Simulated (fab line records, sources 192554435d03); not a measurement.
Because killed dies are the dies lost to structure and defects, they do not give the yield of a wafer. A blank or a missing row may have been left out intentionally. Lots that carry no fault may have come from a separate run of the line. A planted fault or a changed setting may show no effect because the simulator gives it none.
Which tool was responsible? -- flow n5 finfet -- 12 lots (36 wafers sampled), 1 step of a 1938-step route

## WHAT THE GAUGES SHOWED, per wafer
N5_HKMG_FIN_CD_MEAS_12 targets a cd of 92.8 nm.
lot,measured,on,cd nm (nm)
L075,day 4 09:15,cd sem-01,93.6 94.0 92.7
L077,day 4 19:27,cd sem-01,92.9 92.2 92.6
L079,day 5 14:15,cd sem-02,91.8 91.7 91.4
L081,day 6 01:50,cd sem-03,91.3 91.1 91.0
L083,day 6 08:49,cd sem-03,92.1 93.6 93.7
L085,day 6 21:32,cd sem-01,92.1 92.4 92.3
L087,day 7 09:26,cd sem-03,92.1 92.3 92.0
L089,day 7 21:28,cd sem-03,91.3 91.6 92.7
L091,day 8 09:16,cd sem-01,92.8 92.9 92.2
L093,day 8 23:30,cd sem-03,91.8 91.9 93.1
L095,day 9 10:16,cd sem-02,93.1 92.6 92.7
L097,day 10 00:05,cd sem-03,93.2 92.8 92.6

## EACH LOT AND THE TOOL THAT RAN IT (in order: tool; ch and the chambers of the sampled wafers; start)
Before these readings, the record contains no process step.

## THE ANSWER, worked out from the rows above alone
Rule: usual is defined by the lots themselves. The widest of any qualifying gaps counts: lots, ordered by their means at a reading, are off when they make up no more than a third of the lots, leave a main group of 4 or more, and stand apart from it by 3 or more times the standard deviation of that group's means. Not used: any main group whose means are identical at the precision the tables above print for the reading. Also off: a lot with no number at a reading for which 4 or more lots have one. Where the step has rows for the other lots, those lots are counted as sound.
No lot is off on any of the readings shown, so nothing can be concluded from this.

## WHAT THE SIMULATOR HAD PUT IN
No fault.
